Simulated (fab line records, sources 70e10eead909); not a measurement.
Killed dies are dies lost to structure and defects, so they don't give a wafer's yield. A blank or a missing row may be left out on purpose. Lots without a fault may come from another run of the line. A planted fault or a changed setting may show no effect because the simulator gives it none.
Chamber matching | flow nand_harc | NHARC_A_STAIRCASE_DEP_259 on pecvd-02: 3 sister chambers
The step deposits SiON, target thk 30 nm. 6 wafers are shown with their chamber, then 8 later ones without.

WAFERS WITH THEIR CHAMBER
wafer  | chamber | heater_power_w (W)
L080.4 | 1       | 846
L081.4 | 2       | 607
L082.1 | 0       | 647
L082.2 | 1       | 841
L082.3 | 2       | 751
L085.2 | 0       | 640

WAFERS WITHOUT THEIR CHAMBER
wafer  | heater_power_w (W)
L085.3 | 647
L085.6 | 638
L090.3 | 704
L090.4 | 680
L090.5 | 807
L093.1 | 750
L093.4 | 691
L093.5 | 741

WHICH CHAMBER EACH WENT THROUGH
wafer  | from the rows above          | in truth
L085.3 | can't be placed: 0 or 2      | 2
L085.6 | can't be placed: 0 or 2      | 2
L090.3 | can't be placed: 2 or 0 or 1 | 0
L090.4 | can't be placed: 2 or 0      | 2
L090.5 | can't be placed: 1 or 2      | 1
L093.1 | can't be placed: 2 or 1 or 0 | 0
L093.4 | can't be placed: 2 or 0      | 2
L093.5 | can't be placed: 2 or 0 or 1 | 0
Placed correctly: 0 of 8. Can't be placed from these rows: 8 (the true chamber is among the candidates in 8). Placed wrongly: 0.
How it was worked out, from the rows above alone: a wafer's distance from a chamber is the root of the sum, over the readings, of the square of ((its reading less the chamber's mean) divided by the reading's scatter). The wafer belongs to the nearest chamber; if the next one is less than 2 further off, it can't be placed. A chamber's mean is the mean of its shown wafers. The scatter: the root of (the sum of the squares of (reading less its chamber's mean) over the shown wafers, divided by (wafers less chambers)).
